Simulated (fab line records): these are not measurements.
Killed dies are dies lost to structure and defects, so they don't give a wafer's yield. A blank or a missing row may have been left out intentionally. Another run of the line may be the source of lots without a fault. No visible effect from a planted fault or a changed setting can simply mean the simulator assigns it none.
The tool behind it: which one?    flow n5Finfet    31 wafers from 11 lots sampled at 4 of the route's 1938 steps

WHAT THE GAUGES SHOWED, per wafer
N5_PASSIVATION_CD_MEAS_30 targets a cd of 4000 nm.
lot   measured      on        cdNm (nm)
L798  day 12 00:25  cdSem-02  3998.2 3998.5 4001.5
L797  day 12 00:59  cdSem-02  4003.5 4001.7
L800  day 12 13:37  cdSem-01  4000.1 4000.4 3998.5
L802  day 13 03:29  cdSem-02  4005.3 4002.6 4003.0
L801  day 13 03:54  cdSem-01  4000.7 4001.2 4000.6
L805  day 13 16:05  cdSem-02  4002.8 4005.2 4003.8
L810  day 15 01:35  cdSem-03  4010.5 3999.8
L816  day 16 23:31  cdSem-01  3998.5 3998.9 3997.0
L817  day 17 04:22  cdSem-02  3998.0 4002.2 4000.0
L819  day 17 08:12  cdSem-02  4002.5 4003.7 4000.4
L820  day 17 14:54  cdSem-02  3999.4 3999.9 4001.5

WHICH TOOL RAN EACH LOT (tool, then ch and the chambers of the sampled wafers, then the start)
lot   N5_PASSIVATION_SPUTTER_20    N5_PASSIVATION_AL_DEP_21     N5_PASSIVATION_EXPOSE_27
L798  pvdSputter-01, day 11 23:44  pvdSputter-01, day 11 23:50  krfScanner-02 ch 0, day 12 00:15
L797  pvdSputter-01, day 12 00:17  pvdSputter-01, day 12 00:23  krfScanner-01 ch 0, day 12 00:49
L800  pvdSputter-02, day 12 12:55  pvdSputter-02, day 12 13:01  krfScanner-01 ch 0, day 12 13:27
L802  pvdSputter-01, day 13 02:55  pvdSputter-01, day 13 03:01  krfScanner-01 ch 0, day 13 03:19
L801  pvdSputter-01, day 13 03:20  pvdSputter-01, day 13 03:26  krfScanner-01 ch 0, day 13 03:44
L805  pvdSputter-02, day 13 15:23  pvdSputter-02, day 13 15:29  krfScanner-01 ch 0, day 13 15:55
L810  pvdSputter-03, day 15 01:01  pvdSputter-03, day 15 01:07  krfScanner-01 ch 0, day 15 01:25
L816  pvdSputter-03, day 16 22:57  pvdSputter-03, day 16 23:03  krfScanner-02 ch 0, day 16 23:21
L817  pvdSputter-01, day 17 03:48  pvdSputter-01, day 17 03:54  krfScanner-02 ch 0, day 17 04:12
L819  pvdSputter-01, day 17 07:38  pvdSputter-01, day 17 07:44  krfScanner-02 ch 0, day 17 08:02
L820  pvdSputter-02, day 17 14:20  pvdSputter-02, day 17 14:26  krfScanner-02 ch 0, day 17 14:43
- N5_PASSIVATION_SPUTTER_20: material TaN, target thk 50 nm.
- N5_PASSIVATION_AL_DEP_21: deposits Al, target thk 2800 nm, time 170 s.
- N5_PASSIVATION_EXPOSE_27: exposes mask PAD, defocus 0 nm.

THE ANSWER, worked out from the rows above alone
Rule: the usual values come from the lots themselves. Put in order of their means at a reading, lots are off if they are a third of the lots or fewer, leave a main group of 4 or more, and stand apart from it by a gap of 3 or more times the standard deviation of the main group's means; of several such gaps the widest counts. The tables above print the reading to a certain number of digits; a main group whose means all agree to those digits is not used. Also off: a lot with no number at a reading for which 4 or more lots have one. All remaining lots with rows at the step are treated as sound.
None of the lots is off at any reading shown; this tells nothing.

WHAT WAS PUT IN BY THE SIMULATOR
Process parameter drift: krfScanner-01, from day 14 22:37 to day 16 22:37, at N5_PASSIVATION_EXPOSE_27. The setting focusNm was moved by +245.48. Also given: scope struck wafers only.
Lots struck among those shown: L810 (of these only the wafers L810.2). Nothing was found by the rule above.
